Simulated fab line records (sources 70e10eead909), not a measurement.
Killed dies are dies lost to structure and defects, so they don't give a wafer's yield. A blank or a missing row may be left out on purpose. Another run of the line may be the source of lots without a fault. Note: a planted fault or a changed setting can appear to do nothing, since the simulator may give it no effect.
Matching of chambers / flow nand_harc / 4 sister chambers for NHARC_P_CONTACT_ALD_22 on ald_metal-02
The step deposits TiN, target thk 3 nm, pulse time 1 s, ald cycles 150. 8 wafers are shown with their chamber, then 10 later ones without.

## EACH WAFER AND ITS CHAMBER
wafer=L078.1; chamber=2; heater_power_w (W)=1124; precursor_pulse_height_rel=1.011
wafer=L083.1; chamber=1; heater_power_w (W)=1116; precursor_pulse_height_rel=0.986
wafer=L083.3; chamber=0; heater_power_w (W)=1001; precursor_pulse_height_rel=1.024
wafer=L090.2; chamber=1; heater_power_w (W)=1231; precursor_pulse_height_rel=1.017
wafer=L090.5; chamber=0; heater_power_w (W)=986; precursor_pulse_height_rel=0.987
wafer=L090.6; chamber=3; heater_power_w (W)=1347; precursor_pulse_height_rel=0.979
wafer=L091.1; chamber=3; heater_power_w (W)=1364; precursor_pulse_height_rel=0.940
wafer=L091.3; chamber=2; heater_power_w (W)=1145; precursor_pulse_height_rel=1.022

## WAFERS WITHOUT THEIR CHAMBER
wafer=L091.6; heater_power_w (W)=1339; precursor_pulse_height_rel=1.017
wafer=L095.1; heater_power_w (W)=1002; precursor_pulse_height_rel=0.973
wafer=L095.3; heater_power_w (W)=1138; precursor_pulse_height_rel=1.008
wafer=L095.4; heater_power_w (W)=1340; precursor_pulse_height_rel=0.954
wafer=L095.2; heater_power_w (W)=1195; precursor_pulse_height_rel=0.997
wafer=L095.5; heater_power_w (W)=1223; precursor_pulse_height_rel=0.994
wafer=L095.6; heater_power_w (W)=1019; precursor_pulse_height_rel=0.980
wafer=L097.2; heater_power_w (W)=1014; precursor_pulse_height_rel=0.966
wafer=L097.4; heater_power_w (W)=1176; precursor_pulse_height_rel=1.016
wafer=L097.5; heater_power_w (W)=1029; precursor_pulse_height_rel=0.991

## EACH ONE'S CHAMBER
wafer=L091.6; from the rows above=can't be placed: 3 or 1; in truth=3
wafer=L095.1; from the rows above=0; in truth=0
wafer=L095.3; from the rows above=can't be placed: 2 or 1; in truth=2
wafer=L095.4; from the rows above=3; in truth=3
wafer=L095.2; from the rows above=can't be placed: 1 or 2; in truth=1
wafer=L095.5; from the rows above=can't be placed: 1 or 2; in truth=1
wafer=L095.6; from the rows above=can't be placed: 0 or 2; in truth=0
wafer=L097.2; from the rows above=can't be placed: 0 or 2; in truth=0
wafer=L097.4; from the rows above=can't be placed: 1 or 2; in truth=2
wafer=L097.5; from the rows above=can't be placed: 0 or 2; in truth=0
Correct placement for 2 of the 10. These rows do not allow placing 8 (true chamber among the candidates in 8). Wrongly placed: 0.
How it was worked out, from the rows above alone: a wafer's distance from a chamber is the root of the sum, over the readings, of the square of ((its reading less the chamber's mean) divided by the reading's scatter). If the next closest chamber is less than 2 further off than the closest, the wafer can't be placed; otherwise it belongs to the closest. The mean given for a chamber averages the wafers shown for that chamber. The scatter: the root of (the sum of the squares of (reading less its chamber's mean) over the shown wafers, divided by (wafers less chambers)).
